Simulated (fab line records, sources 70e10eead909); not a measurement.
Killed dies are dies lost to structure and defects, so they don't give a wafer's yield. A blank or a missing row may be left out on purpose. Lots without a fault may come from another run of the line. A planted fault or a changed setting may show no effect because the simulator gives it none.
fab line records | flow nand_harc
record lots=13 wafers=39 last_day=33
route steps=1302 shown P_GATE@151 END@1302
lots that met no fault: from a run of the same line without faults
start_h: hours from the record's first day to the start of the lot's first wafer shown | wait_h: hours since the lot's step before | " the same as in the row above | L1.1+2: a row that stands for several wafers | - no value, or no start given | * or withheld: withheld | < > ~ a bound
route shown NAME@n: a module of which the file shows steps, and the number in the route of the first | usual: mean/standard deviation of fault-free wafers | same: alike in all rows | chamber/n: place in a boat | sites: the reading at each site | _std_site: their standard deviation | _edge_site: outer sites' mean less inner sites' | radius_mm: how far each site lies from the wafer's centre | mask NAME#n: copy n | behind: the tool/chamber that last shaped the wafer | hold: why the lot was held/for how many hours/how that ended | device: the transistor (n, p or np) that didn't switch | end of line: the same wafers' tests at the end of the route | a step without rows: its recipe alone | killed: dies lost to structure and defects at the first sort, not the wafer's yield | map: a wafer's dies, x killed, . not, _ none there
set.NAME: the setting as run; set.NAME@STEP: as run at that earlier step | model.NAME: the simulator's own value behind a step, which no gauge read
steps of the route over a sample of lots; a table a step, a row a wafer
services: from which hour (start_h, from the record's first day; less than 0 if before it) a tool's chamber was out of use, for how many hours, and why
## steps
# step NHARC_P_GATE_CD_MEAS_33
# usual cd_nm=120/3.4
# columns lot.wafer tool chamber start_h wait_h cd_nm
L668.1 cd_sem-02 - 102.38 - 119
L668.5 " - " " 125
L668.6 " - " " 119
L669.1 cd_sem-01 - 110.58 - 124
L669.2 " - " " 123
L669.5 " - " " 127
L670.1 cd_sem-01 - 115.66 - 124
L670.3 " - " " 123
L670.5 " - " " 122
L671.1 cd_sem-03 - 133.66 0.2 127
L671.2 " - " " 121
L671.6 " - " " 122
L682.1 cd_sem-02 - 239.56 - 121
L682.3 " - " " 116
L682.6 " - " " 110
L683.1 cd_sem-02 - 243.44 - 116
L683.4 " - " " 116
L683.6 " - " " 114
L684.1 cd_sem-02 - 259.40 - 115
L684.3 " - " " 116
L684.6 " - " " 118
L685.1 cd_sem-02 - 264.41 - 118
L685.5 " - " " 115
L685.6 " - " " 119
L686.1 cd_sem-01 - 280.95 - 120
L686.3 " - " " 127
L686.4 " - " " 120
L688.3 cd_sem-02 - 301.79 0.2 123
L688.4 " - " " 122
L688.6 " - " " 125
L689.2 cd_sem-03 - 306.37 - 123
L689.3 " - " " 118
L689.6 " - " " 120
L690.3 cd_sem-03 - 319.57 0.2 117
L690.4 " - " " 126
L690.6 " - " " 115
L691.1 cd_sem-01 - 334.34 - 118
L691.3 " - " " 122
L691.6 " - " " 117
# step NHARC_P_GATE_EXPOSE_88
# recipe na=0.6 target_cd_nm=2000 dose_mj=11.87 mask_id=P_HVN
# columns lot.wafer tool chamber start_h wait_h mask
L668.1+5+6 krf_scanner-02 0 116.64 - P_HVN#0
L669.1+2+5 krf_scanner-03 0 125.08 - P_HVN#0
L670.1+3+5 krf_scanner-03 0 129.83 - P_HVN#0
L671.1+2+6 krf_scanner-02 0 147.96 - P_HVN_R1#0
L682.1+3+6 krf_scanner-02 0 253.91 - P_HVN#0
L683.1+4+6 krf_scanner-02 0 258.12 - P_HVN#0
L684.1+3+6 krf_scanner-04 0 273.79 - P_HVN#0
L685.1+5+6 krf_scanner-02 0 278.65 - P_HVN#0
L686.1+3+4 krf_scanner-02 0 295.01 - P_HVN#0
L688.3+4+6 krf_scanner-02 0 316.08 - P_HVN#0
L689.2+3+6 krf_scanner-03 0 320.73 - P_HVN#0
L690.3+4+6 krf_scanner-03 0 333.54 - P_HVN#0
L691.1+3+6 krf_scanner-02 0 349.13 - P_HVN#0
# step NHARC_P_GATE_CD_MEAS_91
# recipe target_cd_nm=2000 landing_energy_ev=500
# usual cd_nm=2000.5/2.8
# columns lot.wafer tool chamber start_h wait_h cd_nm
L668.1 cd_sem-03 0 116.80 - 1999.2
L668.5 " 0 " " 1996.5
L668.6 " 0 " " 2001.8
L669.1 cd_sem-01 0 125.24 - 2001.7
L669.2 " 0 " " 1998.7
L669.5 " 0 " " 1999.2
L670.1 cd_sem-02 0 129.99 - 2001.3
L670.3 " 0 " " 1999.2
L670.5 " 0 " " 1996.0
L671.1 cd_sem-02 0 148.12 - 1889.9
L671.2 " 0 " " 1897.5
L671.6 " 0 " " 1893.4
L682.1 cd_sem-03 0 254.06 - 2004.0
L682.3 " 0 " " 2002.1
L682.6 " 0 " " 2000.6
L683.1 cd_sem-02 0 258.27 - 1996.6
L683.4 " 0 " " 2001.8
L683.6 " 0 " " 1999.9
L684.1 cd_sem-02 0 273.95 - 2002.1
L684.3 " 0 " " 1996.8
L684.6 " 0 " " 2003.9
L685.1 cd_sem-02 0 278.80 - 2000.4
L685.5 " 0 " " 2002.1
L685.6 " 0 " " 2001.8
L686.1 cd_sem-01 0 295.17 - 2002.1
L686.3 " 0 " " 2003.0
L686.4 " 0 " " 2000.3
L688.3 cd_sem-03 0 316.23 - 1999.7
L688.4 " 0 " " 2002.2
L688.6 " 0 " " 1999.6
L689.2 cd_sem-01 0 320.89 - 1999.6
L689.3 " 0 " " 2000.6
L689.6 " 0 " " 2002.8
L690.3 cd_sem-01 0 333.69 - 1995.3
L690.4 " 0 " " 2003.5
L690.6 " 0 " " 2001.4
L691.1 cd_sem-02 0 349.29 - 1996.8
L691.3 " 0 " " 1998.9
L691.6 " 0 " " 2002.4
# step NHARC_P_GATE_RTA_64
# recipe temp_c=1050 time_s=1
# usual anneal_temp_c_max=1053.2/0.7 lamp_power_pct=33.25/0.13 wafer_temp_C_max=1054.1/1
# columns lot.wafer tool chamber start_h wait_h anneal_temp_c_max lamp_power_pct wafer_temp_C_max
L668.1 rtp_anneal-02 0 118.61 - 1054.2 33.12 1053.7
L668.5 " 0 " " 1053.2 33.22 1054.2
L668.6 " 0 " " 1053.3 33.17 1053.2
L669.1 rtp_anneal-02 0 127.19 - 1053.7 33.13 1054.3
L669.2 " 0 " " 1052.4 33.16 1053.3
L669.5 " 0 " " 1053.2 33.17 1053.4
L670.1 rtp_anneal-02 0 131.80 - 1052.0 33.15 1052.8
L670.3 " 0 " " 1053.3 33.16 1053.6
L670.5 " 0 " " 1053.8 33.12 1053.0
L671.1 rtp_anneal-01 0 149.92 - 1053.7 33.40 1053.9
L671.2 " 0 " " 1053.3 33.41 1053.8
L671.6 " 0 " " 1053.6 33.37 1054.1
L682.1 rtp_anneal-02 0 255.97 - 1053.1 33.23 1054.3
L682.3 " 0 " " 1052.7 33.19 1053.7
L682.6 " 0 " " 1052.5 33.16 1054.0
L683.1 rtp_anneal-02 0 260.25 - 1053.1 33.18 1054.1
L683.4 " 0 " " 1053.4 33.15 1054.7
L683.6 " 0 " " 1052.5 33.17 1053.0
L684.1 rtp_anneal-02 0 275.76 - 1053.5 33.13 1052.6
L684.3 " 0 " " 1053.4 33.18 1052.6
L684.6 " 0 " " 1052.8 33.10 1052.8
L685.1 rtp_anneal-01 0 280.62 - 1053.7 33.44 1055.0
L685.5 " 0 " " 1053.9 33.45 1054.5
L685.6 " 0 " " 1052.7 33.36 1053.9
L686.1 rtp_anneal-01 0 297.25 - 1053.5 33.37 1054.0
L686.3 " 0 " " 1052.7 33.39 1054.1
L686.4 " 0 " " 1054.3 33.34 1054.8
L688.3 rtp_anneal-02 0 318.13 - 1052.4 33.20 1053.4
L688.4 " 0 " " 1053.4 33.21 1054.4
L688.6 " 0 " " 1053.0 33.15 1053.3
L689.2 rtp_anneal-02 0 322.75 - 1052.9 33.08 1053.4
L689.3 " 0 " " 1052.9 33.14 1053.6
L689.6 " 0 " " 1051.9 33.10 1052.3
L690.3 rtp_anneal-01 0 335.55 - 1054.0 33.50 1054.3
L690.4 " 0 " " 1054.4 33.47 1054.1
L690.6 " 0 " " 1054.2 33.42 1054.1
L691.1 rtp_anneal-02 0 351.68 - 1052.2 33.13 1054.4
L691.3 " 0 " " 1052.7 33.16 1053.2
L691.6 " 0 " " 1051.9 33.17 1051.6
# step NHARC_P_GATE_DEGAS_109
# recipe temp_c=300 time_s=60
# usual heater_power_w=467/37
# columns lot.wafer tool chamber start_h wait_h heater_power_w
L668.1 pvd_sputter-03 - 118.93 0.1 494
L668.6 " - " " 447
L668.5 " - " " 515
L669.2 pvd_sputter-01 - 127.50 0.1 402
L669.1 " - " " 467
L669.5 " - " " 464
L670.1 pvd_sputter-01 - 132.17 0.1 468
L670.3 " - " " 513
L670.5 " - " " 407
L671.2 pvd_sputter-03 - 150.23 0.1 496
L671.1 " - " " 441
L671.6 " - " " 435
L682.3 pvd_sputter-03 - 256.28 0.1 505
L682.1 " - " " 441
L682.6 " - " " 516
L683.1 pvd_sputter-03 - 260.56 0.1 499
L683.4 " - " " 468
L683.6 " - " " 492
L684.1 pvd_sputter-01 - 276.08 0.1 497
L684.3 " - " " 451
L684.6 " - " " 505
L685.1 pvd_sputter-01 - 280.95 0.1 395
L685.6 " - " " 440
L685.5 " - " " 491
L686.1 pvd_sputter-02 - 297.55 0.1 413
L686.4 " - " " 414
L686.3 " - " " 477
L688.3 pvd_sputter-01 - 318.38 0.1 405
L688.4 " - " " 494
L688.6 " - " " 402
L689.3 pvd_sputter-03 - 323.03 0.1 467
L689.2 " - " " 511
L689.6 " - " " 461
L690.3 pvd_sputter-02 - 335.79 0.1 424
L690.4 " - " " 477
L690.6 " - " " 478
L691.1 pvd_sputter-01 - 351.99 0.1 448
L691.3 " - " " 404
L691.6 " - " " 501
# step NHARC_END_SORT_01
# recipe temp_c=25
# usual killed_at_array=52/17 killed_at_other=1.2/1.4 killed_at_periphery=4.7/2.9 killed_dies=58/17 killed_open=3.2/1.9 killed_short=2.4/1.4
# same gross_dies=677
# columns lot.wafer tool chamber start_h wait_h killed_at_array killed_at_other killed_at_periphery killed_dies killed_open killed_short
L671.6 prober-02 0 602.67 3.9 47 1 3 51 3 4
# killed by level:class
L671.6 A_CHANNEL_HOLE_D2:chamber_film_flake=15 A_SLIT:chamber_film_flake=15 A_STAIRCASE:chamber_film_flake=7 A_CHANNEL_FILL_D1:geometric_particle:short=2 A_CHANNEL_HOLE_D1:chamber_film_flake=2 P_GATE:geometric_particle:short=1 A_CHANNEL_FILL_D1:geometric_particle:open=1 A_ONON_D2:geometric_particle:open=1
## services
# columns tool chamber start_h hours kind
krf_scanner-02 - 94.00 4.0 pm
pvd_sputter-02 - 99.66 22.6 repair
krf_scanner-04 - 100.84 0.2 repair
pvd_sputter-03 - 102.86 4.4 repair
pvd_sputter-01 - 105.21 16.9 repair
krf_scanner-03 - 106.36 0.9 repair
krf_scanner-02 - 129.66 3.4 repair
pvd_sputter-03 - 146.82 1.5 repair
pvd_sputter-03 - 170.00 10.0 pm
krf_scanner-04 - 182.01 4.0 pm
krf_scanner-02 - 193.67 0.4 repair
krf_scanner-04 - 221.44 0.4 repair
krf_scanner-03 - 224.00 4.0 pm
pvd_sputter-01 - 226.03 10.0 pm
krf_scanner-02 - 266.03 4.0 pm
pvd_sputter-03 - 280.58 1.5 repair
pvd_sputter-02 - 300.23 10.0 pm
pvd_sputter-01 - 314.73 1.0 repair
krf_scanner-04 - 320.45 5.6 repair
pvd_sputter-02 - 320.66 2.5 repair
pvd_sputter-01 - 321.14 2.1 repair
pvd_sputter-01 - 329.18 1.4 repair
pvd_sputter-03 - 348.00 10.0 pm
## key
first_sign step=NHARC_P_GATE_EXPOSE_88 reading=mask direction=changed
effect step=NHARC_P_GATE_CD_MEAS_91 reading=cd_nm direction=down sigmas=39 usual=2000.5 struck=1893.6
met_at NHARC_P_GATE_EXPOSE_88
struck_lots L671
tester_left_out L671
not_acting_at NHARC_P_GATE_CD_MEAS_33,NHARC_P_GATE_RTA_64,NHARC_P_GATE_DEGAS_109
onset_between 116.64 147.96
fault kind=wrong_mask tool=any chamber=- onset_h=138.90 steps=NHARC_P_GATE_EXPOSE_88 aux_copy=P_HVN_R1#0 cd_offset_nm=-108.95 scope=struck_lots_only
# tester_left_out: of these lots the tester's yield and bins aren't shown, on N5 and GAA mostly nor the transistor test; their killed dies are dies lost to structure and defects alone, not to doping, threshold or leakage, so they don't give the yield
